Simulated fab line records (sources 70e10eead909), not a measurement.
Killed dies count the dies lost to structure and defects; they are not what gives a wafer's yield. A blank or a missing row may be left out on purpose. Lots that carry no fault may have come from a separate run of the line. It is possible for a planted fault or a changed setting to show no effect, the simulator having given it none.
Matching of chambers / flow nand_harc / 3 sister chambers for NHARC_A_M0_DEP_32 on pecvd-03
The step deposits SiCN, target thk 30 nm. 3 wafers are shown with their chamber, then 7 later ones without.

## EACH WAFER AND ITS CHAMBER
wafer=L427.4; chamber=2; heater_power_w (W)=558
wafer=L431.2; chamber=1; heater_power_w (W)=610
wafer=L431.3; chamber=0; heater_power_w (W)=465

## WAFERS MISSING THEIR CHAMBER
wafer=L431.6; heater_power_w (W)=600
wafer=L432.2; heater_power_w (W)=419
wafer=L432.3; heater_power_w (W)=544
wafer=L432.4; heater_power_w (W)=541
wafer=L441.1; heater_power_w (W)=638
wafer=L441.4; heater_power_w (W)=388
wafer=L441.5; heater_power_w (W)=614

## WHICH CHAMBER EACH WENT THROUGH
wafer=L431.6; from the rows above=can't be placed: 1 or 2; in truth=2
wafer=L432.2; from the rows above=0; in truth=0
wafer=L432.3; from the rows above=can't be placed: 2 or 1 or 0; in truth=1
wafer=L432.4; from the rows above=can't be placed: 2 or 1 or 0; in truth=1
wafer=L441.1; from the rows above=can't be placed: 1 or 2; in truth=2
wafer=L441.4; from the rows above=0; in truth=0
wafer=L441.5; from the rows above=can't be placed: 1 or 2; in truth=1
Placed correctly: 2 of 7. From these rows, 5 cannot be placed; in 5 the true chamber is one of the candidates. Wrongly placed: 0.
How it was worked out, from the rows above alone: a wafer's distance from a chamber is the root of the sum, over the readings, of the square of ((its reading less the chamber's mean) divided by the reading's scatter). The wafer belongs to the nearest chamber; if the next one is less than 2 further off, it can't be placed. A chamber's mean is the mean of its shown wafers. The scatter (one wafer shown for each chamber): square how far every hidden wafer sits from the nearest shown wafer, average those squares and take the square root.
